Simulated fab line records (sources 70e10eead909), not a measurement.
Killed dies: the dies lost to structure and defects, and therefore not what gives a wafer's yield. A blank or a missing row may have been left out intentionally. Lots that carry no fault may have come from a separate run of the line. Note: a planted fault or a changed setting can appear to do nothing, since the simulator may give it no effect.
Matching of chambers :: flow nandHarc :: NHARC_P_M1_STRIP_18 on rieDiel-01: 4 sister chambers
The step strips in N2/H2. 33 wafers are shown with their chamber, then 12 later ones without.

== WAFERS PAIRED WITH THEIR CHAMBERS ==
wafer: L075.1
chamber: 3
showerheadPlenumPTorr (Torr): 2.12
drypumpMotorCurrentA (A): 5.4
rfVppV (V): 92.6

wafer: L075.3
chamber: 2
showerheadPlenumPTorr (Torr): 2.04
drypumpMotorCurrentA (A): 5.9
rfVppV (V): 90.9

wafer: L075.4
chamber: 1
showerheadPlenumPTorr (Torr): 2.07
drypumpMotorCurrentA (A): 6.5
rfVppV (V): 91.0

wafer: L077.1
chamber: 3
showerheadPlenumPTorr (Torr): 2.12
drypumpMotorCurrentA (A): 5.4
rfVppV (V): 92.6

wafer: L077.2
chamber: 1
showerheadPlenumPTorr (Torr): 2.07
drypumpMotorCurrentA (A): 6.5
rfVppV (V): 90.0

wafer: L077.6
chamber: 3
showerheadPlenumPTorr (Torr): 2.12
drypumpMotorCurrentA (A): 5.4
rfVppV (V): 92.0

wafer: L076.1
chamber: 0
showerheadPlenumPTorr (Torr): 2.03
drypumpMotorCurrentA (A): 5.5
rfVppV (V): 89.4

wafer: L076.3
chamber: 2
showerheadPlenumPTorr (Torr): 2.04
drypumpMotorCurrentA (A): 5.9
rfVppV (V): 91.5

wafer: L076.5
chamber: 2
showerheadPlenumPTorr (Torr): 2.04
drypumpMotorCurrentA (A): 5.9
rfVppV (V): 90.1

wafer: L078.2
chamber: 3
showerheadPlenumPTorr (Torr): 2.12
drypumpMotorCurrentA (A): 5.4
rfVppV (V): 91.5

wafer: L078.4
chamber: 0
showerheadPlenumPTorr (Torr): 2.03
drypumpMotorCurrentA (A): 5.5
rfVppV (V): 91.5

wafer: L078.5
chamber: 0
showerheadPlenumPTorr (Torr): 2.03
drypumpMotorCurrentA (A): 5.6
rfVppV (V): 89.2

wafer: L079.3
chamber: 2
showerheadPlenumPTorr (Torr): 2.04
drypumpMotorCurrentA (A): 5.9
rfVppV (V): 91.8

wafer: L079.5
chamber: 1
showerheadPlenumPTorr (Torr): 2.07
drypumpMotorCurrentA (A): 6.5
rfVppV (V): 90.3

wafer: L079.6
chamber: 2
showerheadPlenumPTorr (Torr): 2.04
drypumpMotorCurrentA (A): 5.9
rfVppV (V): 90.6

wafer: L084.3
chamber: 3
showerheadPlenumPTorr (Torr): 2.12
drypumpMotorCurrentA (A): 5.4
rfVppV (V): 90.2

wafer: L084.4
chamber: 1
showerheadPlenumPTorr (Torr): 2.07
drypumpMotorCurrentA (A): 6.5
rfVppV (V): 90.2

wafer: L084.6
chamber: 2
showerheadPlenumPTorr (Torr): 2.03
drypumpMotorCurrentA (A): 5.9
rfVppV (V): 89.9

wafer: L085.3
chamber: 0
showerheadPlenumPTorr (Torr): 2.03
drypumpMotorCurrentA (A): 5.5
rfVppV (V): 90.2

wafer: L085.5
chamber: 0
showerheadPlenumPTorr (Torr): 2.03
drypumpMotorCurrentA (A): 5.5
rfVppV (V): 91.2

wafer: L085.6
chamber: 3
showerheadPlenumPTorr (Torr): 2.12
drypumpMotorCurrentA (A): 5.4
rfVppV (V): 91.9

wafer: L088.4
chamber: 3
showerheadPlenumPTorr (Torr): 2.12
drypumpMotorCurrentA (A): 5.4
rfVppV (V): 92.0

wafer: L088.5
chamber: 1
showerheadPlenumPTorr (Torr): 2.07
drypumpMotorCurrentA (A): 6.5
rfVppV (V): 90.6

wafer: L088.6
chamber: 2
showerheadPlenumPTorr (Torr): 2.03
drypumpMotorCurrentA (A): 5.9
rfVppV (V): 89.9

wafer: L089.4
chamber: 3
showerheadPlenumPTorr (Torr): 2.12
drypumpMotorCurrentA (A): 5.3
rfVppV (V): 91.1

wafer: L089.5
chamber: 2
showerheadPlenumPTorr (Torr): 2.03
drypumpMotorCurrentA (A): 5.9
rfVppV (V): 91.1

wafer: L089.6
chamber: 3
showerheadPlenumPTorr (Torr): 2.12
drypumpMotorCurrentA (A): 5.4
rfVppV (V): 91.5

wafer: L090.2
chamber: 1
showerheadPlenumPTorr (Torr): 2.07
drypumpMotorCurrentA (A): 6.5
rfVppV (V): 89.6

wafer: L090.4
chamber: 2
showerheadPlenumPTorr (Torr): 2.03
drypumpMotorCurrentA (A): 5.9
rfVppV (V): 91.8

wafer: L090.5
chamber: 0
showerheadPlenumPTorr (Torr): 2.03
drypumpMotorCurrentA (A): 5.5
rfVppV (V): 90.6

wafer: L091.2
chamber: 2
showerheadPlenumPTorr (Torr): 2.03
drypumpMotorCurrentA (A): 5.9
rfVppV (V): 90.3

wafer: L091.3
chamber: 0
showerheadPlenumPTorr (Torr): 2.03
drypumpMotorCurrentA (A): 5.5
rfVppV (V): 90.0

wafer: L091.5
chamber: 3
showerheadPlenumPTorr (Torr): 2.12
drypumpMotorCurrentA (A): 5.4
rfVppV (V): 90.2

SIGNATURES (averages over the wafers above)
reading: showerheadPlenumPTorr
chamber 0: 2.0300
chamber 1: 2.0700
chamber 2: 2.0350
chamber 3: 2.1200
scatter within a chamber: 0.00294

reading: drypumpMotorCurrentA
chamber 0: 5.514
chamber 1: 6.500
chamber 2: 5.900
chamber 3: 5.390
scatter within a chamber: 0.0246

reading: rfVppV
chamber 0: 90.300
chamber 1: 90.283
chamber 2: 90.790
chamber 3: 91.560
scatter within a chamber: 0.77
Rule: a wafer lies at a distance from a chamber equal to the root of the sum of squares, over the readings, of (its reading less the chamber's mean, divided by the reading's scatter). The wafer belongs to the nearest chamber; if the next one is less than 2 further off, it can't be placed. The scatter is the square root of a quotient: the sum, over the shown wafers, of each reading's squared deviation from its chamber's mean, divided by wafers minus chambers.

== WAFERS WITHOUT THEIR CHAMBER ==
wafer: L093.1
showerheadPlenumPTorr (Torr): 2.03
drypumpMotorCurrentA (A): 5.9
rfVppV (V): 89.8

wafer: L093.5
showerheadPlenumPTorr (Torr): 2.03
drypumpMotorCurrentA (A): 5.9
rfVppV (V): 91.8

wafer: L093.6
showerheadPlenumPTorr (Torr): 2.07
drypumpMotorCurrentA (A): 6.5
rfVppV (V): 90.3

wafer: L095.3
showerheadPlenumPTorr (Torr): 2.06
drypumpMotorCurrentA (A): 6.5
rfVppV (V): 90.7

wafer: L095.5
showerheadPlenumPTorr (Torr): 2.03
drypumpMotorCurrentA (A): 5.9
rfVppV (V): 89.5

wafer: L095.6
showerheadPlenumPTorr (Torr): 2.07
drypumpMotorCurrentA (A): 6.5
rfVppV (V): 89.8

wafer: L096.2
showerheadPlenumPTorr (Torr): 2.03
drypumpMotorCurrentA (A): 5.9
rfVppV (V): 90.2

wafer: L096.3
showerheadPlenumPTorr (Torr): 2.12
drypumpMotorCurrentA (A): 5.4
rfVppV (V): 91.0

wafer: L096.5
showerheadPlenumPTorr (Torr): 2.02
drypumpMotorCurrentA (A): 5.5
rfVppV (V): 90.8

wafer: L097.2
showerheadPlenumPTorr (Torr): 2.02
drypumpMotorCurrentA (A): 5.6
rfVppV (V): 90.9

wafer: L097.3
showerheadPlenumPTorr (Torr): 2.06
drypumpMotorCurrentA (A): 6.5
rfVppV (V): 90.4

wafer: L097.5
showerheadPlenumPTorr (Torr): 2.06
drypumpMotorCurrentA (A): 6.5
rfVppV (V): 89.6

== WHICH CHAMBER EACH ONE RAN IN ==
wafer: L093.1
from the rows above: 2
in truth: 2

wafer: L093.5
from the rows above: 2
in truth: 2

wafer: L093.6
from the rows above: 1
in truth: 1

wafer: L095.3
from the rows above: 1
in truth: 1

wafer: L095.5
from the rows above: 2
in truth: 2

wafer: L095.6
from the rows above: 1
in truth: 1

wafer: L096.2
from the rows above: 2
in truth: 2

wafer: L096.3
from the rows above: 3
in truth: 3

wafer: L096.5
from the rows above: 0
in truth: 0

wafer: L097.2
from the rows above: 0
in truth: 0

wafer: L097.3
from the rows above: 1
in truth: 1

wafer: L097.5
from the rows above: 1
in truth: 1
Correct placement for 12 of the 12. Can't be placed from these rows: 0. Wrongly placed: 0.
